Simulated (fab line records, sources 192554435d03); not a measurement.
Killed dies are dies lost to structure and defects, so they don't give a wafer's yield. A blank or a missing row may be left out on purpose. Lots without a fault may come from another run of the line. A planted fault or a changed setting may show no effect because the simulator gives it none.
Chamber matching | flow n5_finfet | N5_ILD0_LINER_00 on ald_sin-04: 4 sister chambers
The step material SiNx, target thk 4 nm, pulse time 1 s, purge time 2 s. 4 wafers are shown with their chamber, then 8 later ones without.

WAFERS WITH THEIR CHAMBER
wafer  | chamber | heater_power_w (W)
L082.1 | 1       | 703
L082.3 | 0       | 766
L082.4 | 3       | 868
L087.3 | 2       | 889

WAFERS WITHOUT THEIR CHAMBER
wafer  | heater_power_w (W)
L087.5 | 725
L087.6 | 747
L091.1 | 876
L091.2 | 732
L091.6 | 750
L093.1 | 860
L093.3 | 717
L093.4 | 775

WHICH CHAMBER EACH WENT THROUGH
wafer  | from the rows above     | in truth
L087.5 | can't be placed: 1 or 0 | 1
L087.6 | can't be placed: 0 or 1 | 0
L091.1 | can't be placed: 3 or 2 | 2
L091.2 | can't be placed: 1 or 0 | 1
L091.6 | can't be placed: 0 or 1 | 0
L093.1 | can't be placed: 3 or 2 | 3
L093.3 | 1                       | 1
L093.4 | 0                       | 0
Placed correctly: 2 of 8. Can't be placed from these rows: 6 (the true chamber is among the candidates in 6). Placed wrongly: 0.
How it was worked out, from the rows above alone: a wafer's distance from a chamber is the root of the sum, over the readings, of the square of ((its reading less the chamber's mean) divided by the reading's scatter). The wafer belongs to the nearest chamber; if the next one is less than 2 further off, it can't be placed. A chamber's mean is the mean of its shown wafers. The scatter: with one shown wafer a chamber, the root of the mean of the squares of how far each hidden wafer lies from its nearest shown one.
